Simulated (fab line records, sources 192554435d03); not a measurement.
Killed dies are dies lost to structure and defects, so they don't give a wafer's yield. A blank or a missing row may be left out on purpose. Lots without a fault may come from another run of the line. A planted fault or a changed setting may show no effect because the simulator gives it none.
Split-lot experiment | flow n5_finfet | 7 lots, 21 wafers read, on a route of 1938 steps

THE SPLIT
At N5_BEOL_M6_EXPOSE_25 (exposes mask V5, target cd 40 nm), the setting dose_mj was moved away from the recipe's 45 on 10 of the 21 wafers read, by -4.7% to +6.7%. The other wafers ran this setting at the recipe's value.

FROM THE SPLIT TO THE READING: what the file shows between them, 2 steps
- N5_BEOL_M6_PEB_26: peb time 60 s
- N5_BEOL_M6_DEVELOP_27: develop time 30 s

THE READING
cd_nm, in nm, at N5_BEOL_M6_CD_MEAS_28 (target cd 40 nm). Fault-free wafers of this fab line usually give 39.90 nm, standard deviation 0.25 nm.

wafer  | tool, chamber at the split | dose_mj as run | against the recipe | cd_nm, nm | against lot-mates on the recipe
L074.1 | euv_scanner-01, 0          | 45             | recipe             | 40.12     | -
L074.4 | euv_scanner-01, 0          | 45             | recipe             | 40.11     | -
L074.5 | euv_scanner-01, 0          | 46.89          | +4.2%              | 40.77     | +0.66
L075.3 | euv_scanner-02, 0          | 45             | recipe             | 39.90     | -
L075.4 | euv_scanner-02, 0          | 45             | recipe             | 40.00     | -
L075.5 | euv_scanner-02, 0          | 45             | recipe             | 40.26     | -
L086.2 | euv_scanner-01, 0          | 47.36          | +5.2%              | 40.86     | +0.59
L086.3 | euv_scanner-01, 0          | 47.36          | +5.2%              | 40.93     | +0.66
L086.4 | euv_scanner-01, 0          | 45             | recipe             | 40.27     | -
L085.2 | euv_scanner-02, 0          | 45             | recipe             | 39.98     | -
L085.3 | euv_scanner-02, 0          | 45             | recipe             | 39.96     | -
L085.4 | euv_scanner-02, 0          | 43.93          | -2.4%              | 39.25     | -0.72
L089.2 | euv_scanner-01, 0          | 45             | recipe             | 39.89     | -
L089.4 | euv_scanner-01, 0          | 48             | +6.7%              | 41.07     | +1.18
L089.5 | euv_scanner-01, 0          | 48             | +6.7%              | 41.15     | +1.26
L095.3 | euv_scanner-02, 0          | 47.82          | +6.3%              | 41.39     | +1.79
L095.4 | euv_scanner-02, 0          | 47.82          | +6.3%              | 41.24     | +1.64
L095.5 | euv_scanner-02, 0          | 45             | recipe             | 39.60     | -
L096.3 | euv_scanner-01, 0          | 42.9           | -4.7%              | 38.56     | -1.19
L096.5 | euv_scanner-01, 0          | 42.9           | -4.7%              | 38.49     | -1.26
L096.6 | euv_scanner-01, 0          | 45             | recipe             | 39.75     | -

THE FIT
A straight line over all 21 wafers: cd_nm changes by +0.219 nm for each +1% of dose_mj; r = +0.96; the points scatter about the line by 0.22 nm.
The same after taking each lot's own level away (the mean of its wafers on the recipe; 21 wafers): +0.216 nm for each +1%; r = +0.96; scatter 0.23 nm.
On that fit, the largest move of dose_mj shifts the reading by 1.4 nm.
The lots' own levels span 39.600 to 40.270 nm, that is 2.7 times the standard deviation above.
So the lot-to-lot level changes the slope little: the two slopes agree.
Check: with one of the wafers moved furthest among these (+6.7%) left out of the fit, the line predicts +1.4 nm for it against its lot-mates. It came out at +1.18 nm against them.

THE WHOLE CHAIN: every reading that the file lists as answering this split, in the file's order
step                   | what it does                                                     | reading                                                        | change (the file's fit)               | r (the file's)
N5_BEOL_M6_CD_MEAS_28  | target cd 40 nm                                                  | cd_nm                                                          | +0.207 nm for each +1% of the setting | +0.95
N5_BEOL_M6_DESCUM_33   | chemistry O2, time 7 s                                           | BEOL_M6.cd_nm (the simulator's own value, which no gauge read) | +0.226 nm for each +1% of the setting | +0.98
N5_BEOL_M6_ETCH_72     | etches underlayer in N2/H2, target depth 6.5 nm, time 5.2 s      | BEOL_M6.cd_nm (the simulator's own value, which no gauge read) | +0.213 nm for each +1% of the setting | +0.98
N5_BEOL_M6_ETCH_65     | etches SiARC in CF4, target depth 15.6 nm, time 26 s             | BEOL_M6.cd_nm (the simulator's own value, which no gauge read) | +0.2 nm for each +1% of the setting   | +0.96
N5_BEOL_M6_VIA_ETCH_34 | etches SiCOH lowk in C4F6/O2, target depth 126.3 nm, time 50.9 s | BEOL_M6.cd_nm (the simulator's own value, which no gauge read) | +0.194 nm for each +1% of the setting | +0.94

THE FILE'S OWN FIT
cd_nm changes by +0.207 nm for each +1% of dose_mj, r = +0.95.
